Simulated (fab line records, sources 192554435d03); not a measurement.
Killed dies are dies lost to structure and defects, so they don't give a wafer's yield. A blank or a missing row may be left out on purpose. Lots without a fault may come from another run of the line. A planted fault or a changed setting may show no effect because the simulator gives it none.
Problem report in the 8D (eight disciplines) form, filled by code | flow n5_finfet | the parts of the form that need people (team, actions taken, sign-off) are left out

1. THE PROBLEM
bias_w at N5_GATE_CUT_ETCH_37 reads a mean of 155.5 W on 6 wafers of 2 lots; wafers without a fault read 150.0 W with a standard deviation of 0.44. That is +12 standard deviations from the usual mean.
The step: etches SOC in N2/H2, target depth 60 nm, overetch 12 nm, time 90 s.
First seen on wafer L208.1, day 8 16:28, on rie_diel-06. The record holds 25 wafers of 9 lots with a number at this step. Rule for "out", or "out of limits": more than 4 standard deviations from the usual mean. The other wafers with a number count as sound.

2. WHAT IT IS AND WHAT IT IS NOT
question                    | is                     | is not
which readings at this step | bias_w, rf_vpp_V       | drypump_motor_current_A, showerhead_plenum_p_Torr
which lots                  | L208, L212             | L192, L197, L198, L200, L203, L213, L214
which wafers of those lots  | all that have a number | -
read on which tools         | rie_diel-06            | rie_diel-01, rie_diel-05
when                        | from day 8 16:28       | up to then (14 sound wafers); but 5 sound wafers of L213, L214 came after

3. SUSPECTS, AND WHAT RULES EACH OUT
Counting: a tool at a process step up to the reading stays a suspect if it ran every lot that is out and no sound lot after the first of them.
- pecvd-02 at N5_GATE_CUT_PECVD_57 (deposits SiNx from SiH4/NH3/N2, target thk 21 nm): kept. It ran every lot that is out, first L208 (day 8 15:31), and no sound lot after that; its last sound lot up to then is L200 (day 6 16:40).
- rie_diel-06 at N5_GATE_CUT_ETCH_36 (etches SiARC in CF4, target depth 13 nm, time 21.7 s): kept. It ran every lot that is out, first L208 (day 8 16:26), and no sound lot after that; its last sound lot up to then is L203 (day 7 12:58).
- rie_diel-06 at N5_GATE_CUT_ETCH_37 (etches SOC in N2/H2, target depth 60 nm, overetch 12 nm, time 90 s): kept. It ran every lot that is out, first L208 (day 8 16:28), and no sound lot after that; its last sound lot up to then is L203 (day 7 13:00). Its own readings are out on those wafers: bias_w, rf_vpp_V.
Left after counting: pecvd-02 at N5_GATE_CUT_PECVD_57, rie_diel-06 at N5_GATE_CUT_ETCH_36, rie_diel-06 at N5_GATE_CUT_ETCH_37.

4. THE CAUSE (what the simulator had put in)
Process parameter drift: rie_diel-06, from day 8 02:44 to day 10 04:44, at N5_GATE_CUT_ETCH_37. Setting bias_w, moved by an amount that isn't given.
Counting left 3 suspects, and this tool is among them.

5. THE CHAIN OF EFFECTS, in route order
Each row: a reading whose mean over the struck wafers that have a number lies more than 3 standard deviations from the usual. Only readings for which the record gives a usual standard deviation are gone through. hours: the time from each lot's start at the first step in this table that gives one to its start at this step, as a median over the lots. sigmas: the change in usual standard deviations.
hours | step                | reading  | usual   | on struck wafers | change | sigmas
0     | N5_GATE_CUT_ETCH_37 | bias_w   | 150.0 W | 155.5            | +5.5   | +12
0     | N5_GATE_CUT_ETCH_37 | rf_vpp_V | 524.7 V | 536.7            | +12.0  | +7.0
The process steps in it:
- N5_GATE_CUT_ETCH_37: etches SOC in N2/H2, target depth 60 nm, overetch 12 nm, time 90 s.
Later measuring or inspecting steps at which every struck wafer that the step has a row for has a number for every such reading, and none has moved that far: N5_BEOL_M4_RC_MEAS_101.

6. WHAT WOULD HAVE CAUGHT IT SOONER
In this record the first reading out of limits was taken at day 8 16:28, 14 hours after the fault began at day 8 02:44.
